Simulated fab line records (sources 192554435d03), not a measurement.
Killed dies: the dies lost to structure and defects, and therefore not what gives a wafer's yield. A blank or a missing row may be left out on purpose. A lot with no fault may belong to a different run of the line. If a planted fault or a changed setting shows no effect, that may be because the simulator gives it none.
Which of the tools did it?	flow n5 finfet	Sampling: 14 lots, 37 wafers, 5 of 1938 route steps

== WHAT THE GAUGES READ, wafer by wafer ==
N5_BEOL_M4_RC_MEAS_101.
lot	measured	on	DIBL_N (mV/V)	DIBL_P (mV/V)	IOFF_N (nA/um)	IOFF_P (nA/um)	ION_N (uA/um)	ION_P (uA/um)	SS_N (mV/dec)	SS_P (mV/dec)	VT_N (mV)	VT_P (mV)
L950	day 7 20:53	prober-01	40.7 39.1	40.5 38.7	0.246 0.186	0.30 0.25	688 671	472 466	71.9 72.2	73.7 74.2	243 247	-246 -248
L951	day 8 00:02	prober-02	35.3 36.1 36.5	35.1 35.6 36.0	0.145 0.159 0.167	0.20 0.21 0.22	682 679 675	464 471 462	70.8 70.7 70.7	72.4 72.5 72.9	250 248 249	-248 -247 -251
L952	day 8 04:13	prober-01	32.7 35.3	32.0 35.6	0.112 0.149	0.15 0.19	668 671	454 462	70.4 71.5	72.0 72.9	253 249	-257 -253
L953	day 9 01:31	prober-01	37.0 38.2 39.1	35.5 37.4 37.2	0.146 0.175 0.185	0.23 0.26 0.27	678 678 683	464 474 467	71.7 71.3 72.3	72.9 73.4 73.3	249 247 247	-247 -245 -243
L954	day 9 08:10	prober-01	33.3 34.5 34.5	33.7 34.8 33.9	0.114 0.136 0.139	0.15 0.17 0.16	660 679 669	456 470 457	70.6 70.5 71.2	72.6 72.8 73.1	256 255 252	-255 -252 -254
L955	day 9 10:43	prober-02	37.8 38.3 40.5	37.0 36.7 40.7	0.155 0.152 0.222	0.22 0.22 0.30	679 662 699	473 469 477	71.5 71.8 72.4	73.6 73.4 74.5	251 253 246	-249 -248 -244
L956	day 9 12:29	prober-01	37.1 37.2 36.6	36.7 35.5 35.7	0.159 0.166 0.150	0.21 0.20 0.19	679 671 683	467 459 461	72.0 72.2 71.2	73.0 72.8 72.2	250 247 249	-252 -250 -250
L957	day 9 17:41	prober-01	37.7 35.0	40.4 36.8	0.219 0.160	0.27 0.20	702 675	478 459	71.6 71.2	74.7 72.7	243 250	-248 -252
L960	day 10 22:34	prober-01	35.6 36.8 35.2	36.5 39.4 38.0	0.143 0.181 0.152	0.18 0.22 0.20	679 694 671	462 470 458	71.3 72.5 72.0	73.0 73.3 72.7	252 249 250	-257 -252 -255
L961	day 10 19:08	prober-01	37.4 38.4 36.8	38.2 39.4 37.8	0.186 0.207 0.172	0.24 0.26 0.22	688 691 670	468 466 456	72.0 71.6 71.4	74.0 74.6 74.6	246 246 249	-251 -249 -252
L962	day 11 00:25	prober-02	37.0 35.0 35.2	34.4 33.2 32.7	0.143 0.127 0.130	0.18 0.17 0.16	663 668 673	460 463 459	71.6 70.7 71.0	73.0 72.5 72.9	253 253 254	-253 -256 -257
L970	day 13 12:14	prober-01	33.4 32.2	31.5 30.3	0.118 0.107	0.16 0.15	669 668	455 461	71.0 69.9	72.4 72.7	252 255	-255 -254
L971	day 13 12:34	prober-02	34.3 34.5	34.8 34.4	0.135 0.128	0.20 0.18	665 665	463 462	71.1 70.9	73.0 73.1	251 253	-249 -252
L973	day 13 21:29	prober-02	36.5 35.6 36.0	36.4 35.2 35.8	0.155 0.144 0.139	0.19 0.16 0.17	671 678 670	453 456 452	72.0 71.4 71.6	73.5 73.4 73.5	250 251 249	-254 -257 -253

== EACH LOT AND THE TOOL THAT RAN IT (in order: tool; ch and the chambers of the sampled wafers; start) ==
lot	N5_BEOL_M0_HM_OPEN_105	N5_BEOL_M0_TRENCH_ETCH_107	N5_BEOL_M0_PRE_CLEAN_113	N5_BEOL_M0_CVD_115
L950	rie metal-02 ch 0,1, day 5 18:01	rie diel-03 ch 0,3, day 5 18:32	pvd sputter-02, day 5 19:20	cvd co-02 ch 1,2, day 5 20:11
L951	rie metal-03 ch 1, day 6 06:01	rie diel-06 ch 0,1,2, day 6 06:43	pvd sputter-02, day 6 07:12	cvd co-01 ch 0,2, day 6 07:50
L952	rie metal-02 ch 1, day 6 10:39	rie diel-06 ch 0,1, day 6 11:08	pvd sputter-03, day 6 11:58	cvd co-02 ch 0,1, day 6 12:47
L953	rie metal-03 ch 0,1, day 6 16:44	rie diel-06 ch 0,1,2, day 6 17:14	pvd sputter-03, day 6 17:54	cvd co-02 ch 0,2, day 6 18:25
L954	rie metal-01 ch 0,1, day 6 22:46	rie diel-02 ch 0,3, day 6 23:07	pvd sputter-02, day 6 23:49	cvd co-02 ch 0,1,2, day 7 00:20
L955	rie metal-01 ch 0,1, day 7 00:28	rie diel-03 ch 2,3, day 7 00:49	pvd sputter-03, day 7 01:24	cvd co-01 ch 0,1,2, day 7 01:45
L956	rie metal-01 ch 0,1, day 7 07:43	rie diel-03 ch 1,2,3, day 7 09:32	pvd sputter-01, day 7 11:25	cvd co-01 ch 1,2, day 7 11:49
L957	rie metal-03 ch 0, day 7 11:58	rie diel-06 ch 2,3, day 7 12:22	pvd sputter-01, day 7 12:53	cvd co-01 ch 2, day 7 13:22
L960	rie metal-02 ch 0,1, day 8 06:35	rie diel-02 ch 1,3, day 8 07:20	pvd sputter-02, day 8 07:46	cvd co-01 ch 0,1,2, day 8 08:07
L961	rie metal-02 ch 0,1, day 8 13:24	rie diel-03 ch 1,2, day 8 13:50	pvd sputter-02, day 8 14:55	cvd co-01 ch 0,1, day 8 15:20
L962	rie metal-01 ch 0, day 8 20:41	rie diel-02 ch 0,2, day 8 21:08	pvd sputter-03, day 8 22:22	cvd co-02 ch 1,2, day 8 22:57
L970	rie metal-03 ch 0,1, day 10 17:55	rie diel-03 ch 3, day 10 18:29	pvd sputter-01, day 10 19:19	cvd co-02 ch 1,2, day 10 19:58
L971	rie metal-01 ch 0, day 11 03:58	rie diel-03 ch 2,3, day 11 04:19	pvd sputter-01, day 11 05:29	cvd co-02 ch 1,2, day 11 06:02
L973	rie metal-03 ch 0,1, day 11 12:07	rie diel-02 ch 1,2,3, day 11 12:29	pvd sputter-01, day 11 13:21	cvd co-01 ch 0,1,2, day 11 15:22
- N5_BEOL_M0_HM_OPEN_105: chemistry Cl2/BCl3, target TiN, target depth 12 nm.
- N5_BEOL_M0_TRENCH_ETCH_107: etches SiOC in C4F6/O2, target depth 32.8 nm, time 16.4 s.
- N5_BEOL_M0_PRE_CLEAN_113: time 30 s.
- N5_BEOL_M0_CVD_115: deposits Co from CCTBA/H2, time 120 s.

== AS READ BY THE TOOLS THEMSELVES (means over the sampled wafers that have a number; for cases with no such wafer, the mark the record gives instead) ==
N5_BEOL_M0_HM_OPEN_105.
lot	tool	drypump motor current A (A)	oes product au (a.u.)	throttle valve pct (%)
L950	rie metal-02	5.54	0.73	21.87
L951	rie metal-03	5.14	0.79	21.95
L952	rie metal-02	5.56	0.65	21.80
L953	rie metal-03	5.32	0.78	21.92
L954	rie metal-01	5.87	0.69	22.14
L955	rie metal-01	5.88	0.68	22.12
L956	rie metal-01	5.89	0.68	22.14
L957	rie metal-03	5.75	0.76	21.91
L960	rie metal-02	5.56	0.74	21.90
L961	rie metal-02	5.57	0.75	21.90
L962	rie metal-01	6.01	0.71	22.00
L970	rie metal-03	5.44	0.74	21.95
L971	rie metal-01	6.00	0.70	22.01
L973	rie metal-03	5.34	0.75	21.96

N5_BEOL_M0_TRENCH_ETCH_107.
lot	tool	drypump motor current A (A)	oes product au (a.u.)	rf vpp V (V)	showerhead plenum p Torr (Torr)	throttle valve pct (%)
L950	rie diel-03	5.8	0.85	678	2.90	20.93
L951	rie diel-06	5.8	0.87	670	2.89	20.49
L952	rie diel-06	6.2	0.84	674	2.88	20.54
L953	rie diel-06	5.8	0.85	671	2.89	20.50
L954	rie diel-02	5.4	0.87	658	2.86	20.72
L955	rie diel-03	5.6	0.89	683	2.93	20.73
L956	rie diel-03	5.6	0.90	665	2.96	20.71
L957	rie diel-06	5.4	0.88	666	2.95	20.55
L960	rie diel-02	5.2	0.77	665	2.90	20.64
L961	rie diel-03	5.6	0.90	648	3.00	20.82
L962	rie diel-02	6.2	0.84	663	2.80	21.09
L970	rie diel-03	5.6	0.82	700	2.88	20.69
L971	rie diel-03	5.5	0.84	674	2.94	20.84
L973	rie diel-02	5.4	0.91	668	2.86	20.57

N5_BEOL_M0_PRE_CLEAN_113.
lot	tool	heater power w (W)
L950	pvd sputter-02	286
L951	pvd sputter-02	328
L952	pvd sputter-03	349
L953	pvd sputter-03	357
L954	pvd sputter-02	303
L955	pvd sputter-03	338
L956	pvd sputter-01	322
L957	pvd sputter-01	298
L960	pvd sputter-02	308
L961	pvd sputter-02	303
L962	pvd sputter-03	328
L970	pvd sputter-01	315
L971	pvd sputter-01	376
L973	pvd sputter-01	353

N5_BEOL_M0_CVD_115.
lot	tool	run length s (s)
L950	cvd co-02	143.1
L951	cvd co-01	142.8
L952	cvd co-02	142.6
L953	cvd co-02	142.9
L954	cvd co-02	142.8
L955	cvd co-01	142.8
L956	cvd co-01	143.2
L957	cvd co-01	142.7
L960	cvd co-01	131.8
L961	cvd co-01	132.2
L962	cvd co-02	142.5
L970	cvd co-02	142.3
L971	cvd co-02	142.5
L973	cvd co-01	143.0

== THE ANSWER, worked out from the rows above alone ==
Rule: the usual values come from the lots themselves. Put in order of their means at a reading, lots are off if they are a third of the lots or fewer, leave a main group of 4 or more, and stand apart from it by a gap of 3 or more times the standard deviation of the main group's means; of several such gaps the widest counts. If all means in a main group match to the digits the tables above print for the reading, that group is not used. Also off: a lot with no number at a reading for which 4 or more lots have one. All remaining lots with rows at the step are treated as sound. The gauges are gone through in route order, then the tools' own readings, and for those a lot's mean is taken as printed above. At the first step where some lot is off, the reading lying furthest off is the one used; lots without a number count as furthest.
Off at N5_BEOL_M0_CVD_115 (run length s): L960, L961. The main group has a mean of 142.8 s with a standard deviation of 0.25.
A tool fits if, at that step or a process step before it, it ran every lot that is off, and no sound lot after the first of them. This does not decide it: 2 tools fit, namely rie metal-02 at N5_BEOL_M0_HM_OPEN_105 and pvd sputter-02 at N5_BEOL_M0_PRE_CLEAN_113.

== WHAT THE SIMULATOR HAD INSERTED ==
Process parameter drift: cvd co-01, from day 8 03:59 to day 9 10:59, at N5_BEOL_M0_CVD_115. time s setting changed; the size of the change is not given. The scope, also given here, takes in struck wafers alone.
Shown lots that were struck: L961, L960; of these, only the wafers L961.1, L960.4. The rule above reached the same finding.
